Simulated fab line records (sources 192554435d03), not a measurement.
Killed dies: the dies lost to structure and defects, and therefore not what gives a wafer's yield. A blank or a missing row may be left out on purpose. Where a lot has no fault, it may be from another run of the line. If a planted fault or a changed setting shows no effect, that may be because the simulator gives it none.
Split-lot experiment | flow n5-finfet | on a route of 1938 steps: 7 lots, 21 wafers read

## THE SPLIT ITSELF
At N5_BEOL_M7_ETCH_62 (etches SOC in N2/H2, target depth 110 nm, overetch 22 nm, time 165 s), the setting source-w was moved away from the recipe's 840 W on 5 of the 21 wafers read, by -16.3% to +17.6%. The other wafers ran this setting at the recipe's value.

Reading taken at the split's own step.

## THE READING
rf-vpp-V, in V, at N5_BEOL_M7_ETCH_62 (etches SOC in N2/H2, target depth 110 nm, overetch 22 nm, time 165 s). On this fab line, fault-free wafers typically give 524.1 V with a standard deviation of 2.6 V.

wafer  | tool, chamber at the split | source-w as run, W | against the recipe | rf-vpp-V, V | against lot-mates on the recipe
L080.1 | rie-diel-05, 0             | 840                | recipe             | 524.8       | -
L080.2 | rie-diel-05, 1             | 987.7              | +17.6%             | 499.4       | -25.4
L080.6 | rie-diel-05, 2             | 987.7              | +17.6%             | 493.3       | -31.5
L081.2 | rie-diel-02, 0             | 729                | -13.2%             | 549.9       | +25.7
L081.5 | rie-diel-02, 2             | 840                | recipe             | 524.9       | -
L081.6 | rie-diel-02, 3             | 840                | recipe             | 523.5       | -
L083.1 | rie-diel-06, 0             | 840                | recipe             | 520.1       | -
L083.2 | rie-diel-06, 2             | 840                | recipe             | 523.9       | -
L083.6 | rie-diel-06, 1             | 840                | recipe             | 521.3       | -
L087.2 | rie-diel-02, 3             | 840                | recipe             | 524.4       | -
L087.5 | rie-diel-02, 1             | 840                | recipe             | 526.2       | -
L087.6 | rie-diel-02, 2             | 840                | recipe             | 525.9       | -
L089.1 | rie-diel-05, 2             | 840                | recipe             | 520.5       | -
L089.3 | rie-diel-05, 0             | 840                | recipe             | 525.0       | -
L089.4 | rie-diel-05, 0             | 840                | recipe             | 525.8       | -
L092.1 | rie-diel-05, 3             | 840                | recipe             | 525.5       | -
L092.3 | rie-diel-05, 2             | 840                | recipe             | 521.6       | -
L092.5 | rie-diel-05, 1             | 792.4              | -5.7%              | 536.5       | +13.0
L096.1 | rie-diel-05, 2             | 840                | recipe             | 519.5       | -
L096.3 | rie-diel-05, 1             | 840                | recipe             | 526.3       | -
L096.6 | rie-diel-05, 1             | 702.7              | -16.3%             | 558.0       | +35.1

FIT RESULTS
A straight line over all 21 wafers: rf-vpp-V changes by -1.78 V for each +1% of source-w; r = -0.98; the points scatter about the line by 2.9 V.
The same after taking each lot's own level away (the mean of its wafers on the recipe; 21 wafers): -1.82 V for each +1%; r = -0.98; scatter 2.6 V.
The reading moves by 32 V for the largest change in source-w, on that fit.
Across the lots, their own levels run from 521.77 to 525.50 V, a range of 1.4 times the standard deviation given above.
The two slopes are in agreement: the lot-to-lot level therefore moves the slope only a little.
Check: for one of the wafers moved furthest among these (+17.6%), held out of the fit, the line's prediction against its lot-mates is -34.1 V. Against them it came out at -25.4 V.
Tool readings at the split's step, against how far the setting was moved: rf-vpp-V r = -0.98.

## OTHER SPLITS APPLIED TO THESE WAFERS
These wafers also went through other splits before the reading. Each is held against what the fit with the lots' levels taken away leaves over:
other split on the same wafers | wafers away from the commonest value | r with rf-vpp-V (lot level and that fit taken away)
N5_BEOL_M7_EXPOSE_08 dose-mj   | 9                                    | -0.10

## THE WHOLE CHAIN: every reading that the file lists as answering this split, in the file's order
step               | what it does                                                         | reading                                                                          | change (the file's fit)                | r (the file's)
N5_BEOL_M7_ETCH_62 | etches SOC in N2/H2, target depth 110 nm, overetch 22 nm, time 165 s | rf-vpp-V                                                                         | -1.9 V for each +1% of the setting     | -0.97
N5_BEOL_M7_ETCH_62 | etches SOC in N2/H2, target depth 110 nm, overetch 22 nm, time 165 s | SiARC_of_BEOL_M7_COAT_60.thk-nm (the simulator's own value, which no gauge read) | -0.0415 nm for each +1% of the setting | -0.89

## THE FILE'S OWN FIT
rf-vpp-V changes by -1.9 V for each +1% of source-w, r = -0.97.
